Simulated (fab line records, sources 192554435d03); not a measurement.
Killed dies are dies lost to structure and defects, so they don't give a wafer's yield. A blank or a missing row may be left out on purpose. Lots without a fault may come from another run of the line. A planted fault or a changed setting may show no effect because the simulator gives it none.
Problem report in the 8D (eight disciplines) form, filled by code | flow n5_finfet | the parts of the form that need people (team, actions taken, sign-off) are left out

1. THE PROBLEM
raw_defect_count at N5_ZERO_LAYER_INSPECT_20 reads a mean of 309 on 2 wafers of 2 lots; wafers without a fault read 34 with a standard deviation of 16. That is +17 standard deviations from the usual mean.
The step: inspects for defects (darkfield).
First seen on wafer L862.6, day 2 19:18, on defect_inspect-02. The record holds 12 wafers of 4 lots with a number at this step. Rule for "out", or "out of limits": more than 4 standard deviations from the usual mean. The other wafers with a number count as sound.

2. WHAT IT IS AND WHAT IT IS NOT
question                    | is                | is not
which readings at this step | raw_defect_count  | -
which lots                  | L862, L863        | L857, L875
which wafers of those lots  | L862.6, L863.1    | L862.1, L862.5, L863.4, L863.6
read on which gauges        | defect_inspect-02 | defect_inspect-01
when                        | from day 2 19:18  | up to then (5 sound wafers); but 5 sound wafers of L863, L875 came after

3. SUSPECTS, AND WHAT RULES EACH OUT
Counting: a tool at a process step up to the reading stays a suspect if it ran every lot that is out. Sound lots after the first of them don't rule it out here, since some wafers of a struck lot are sound.
- the gauge at N5_ZERO_LAYER_INSPECT_20: ruled out. All the wafers that are out were read on defect_inspect-02, but those of them that N5_WELL_APT_INSPECT_38 has rows for are out there too, on other tools.
- wet_bench-01 at N5_ZERO_LAYER_PRECLEAN_00 (cleans in SPM, time 600 s): kept. It ran every lot that is out, first L862 (day 2 18:04); its last sound lot up to then is L857 (day 1 12:04).
Left after counting: wet_bench-01 at N5_ZERO_LAYER_PRECLEAN_00.

4. THE CAUSE (what the simulator had put in)
Chamber particle source: wet_bench-01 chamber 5, from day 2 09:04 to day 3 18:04, at N5_ZERO_LAYER_PRECLEAN_00. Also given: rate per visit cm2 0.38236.
Counting left only this tool.

5. THE CHAIN OF EFFECTS, in route order
Each row: a reading whose mean over the struck wafers that have a number lies more than 3 standard deviations from the usual. Only readings for which the record gives a usual standard deviation are gone through. hours: the time from each lot's start at the first step in this table that gives one to its start at this step, as a median over the lots. sigmas: the change in usual standard deviations.
hours | step                     | reading             | usual | on struck wafers | change | sigmas
0     | N5_ZERO_LAYER_INSPECT_20 | raw_defect_count    | 34    | 309              | +275   | +17
0     | N5_WELL_APT_INSPECT_10   | raw_defect_count    | 2.0   | 264.0            | +262.0 | +99 or more
4     | N5_WELL_APT_INSPECT_38   | raw_defect_count    | 13    | 276              | +263   | +49
329   | N5_PASSIVATION_PROBE_49  | killed_at_front_end | 38    | 92               | +54    | +5.0
329   | N5_PASSIVATION_PROBE_49  | killed_on_rim       | 14    | 26               | +12    | +3.2
The process steps in it:
- N5_PASSIVATION_PROBE_49
Later measuring or inspecting steps at which every struck wafer that the step has a row for has a number for every such reading, and none has moved that far: N5_BEOL_M4_RC_MEAS_101.

6. WHAT WOULD HAVE CAUGHT IT SOONER
In this record the first reading out of limits at a measuring or inspecting step was taken at day 2 19:18, 10 hours after the fault began at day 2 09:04.
Of the lots that are out (2), L863 began N5_ZERO_LAYER_PRECLEAN_00 on wet_bench-01 after day 2 19:18. A hold on the tool at that time would have spared it.
